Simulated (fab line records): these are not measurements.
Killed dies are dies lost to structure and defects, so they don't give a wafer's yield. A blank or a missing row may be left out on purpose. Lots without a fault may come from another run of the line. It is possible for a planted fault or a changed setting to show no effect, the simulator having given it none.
Chamber matching | flow n5 finfet | 4 sister chambers for N5_HKMG_FIN_STRIP_34 on rie diel-04
The step strips in CF4. 4 wafers are shown with their chamber, then 7 later ones without.

## WAFERS WITH THEIR CHAMBER
wafer  | chamber | drypump motor current A (A)
L076.4 | 2       | 6.1
L084.5 | 0       | 5.3
L088.1 | 3       | 6.0
L088.4 | 1       | 5.0

## WAFERS WITH NO CHAMBER GIVEN
wafer  | drypump motor current A (A)
L088.6 | 5.3
L092.2 | 5.4
L092.4 | 6.1
L092.5 | 5.0
L095.1 | 5.3
L095.3 | 5.1
L095.6 | 6.0

## WHICH CHAMBER EACH ONE RAN IN
wafer  | from the rows above     | in truth
L088.6 | 0                       | 0
L092.2 | 0                       | 0
L092.4 | can't be placed: 2 or 3 | 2
L092.5 | 1                       | 1
L095.1 | 0                       | 0
L095.3 | can't be placed: 1 or 0 | 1
L095.6 | can't be placed: 3 or 2 | 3
Placed correctly: 4 of 7. These rows do not allow placing 3 (true chamber among the candidates in 3). 0 placed wrongly.
How it was worked out, from the rows above alone: a wafer's distance from a chamber is the root of the sum, over the readings, of the square of ((its reading less the chamber's mean) divided by the reading's scatter). If the next closest chamber is less than 2 further off than the closest, the wafer can't be placed; otherwise it belongs to the closest. A chamber's mean is the mean of its shown wafers. The scatter: with one shown wafer a chamber, the root of the mean of the squares of how far each hidden wafer lies from its nearest shown one.
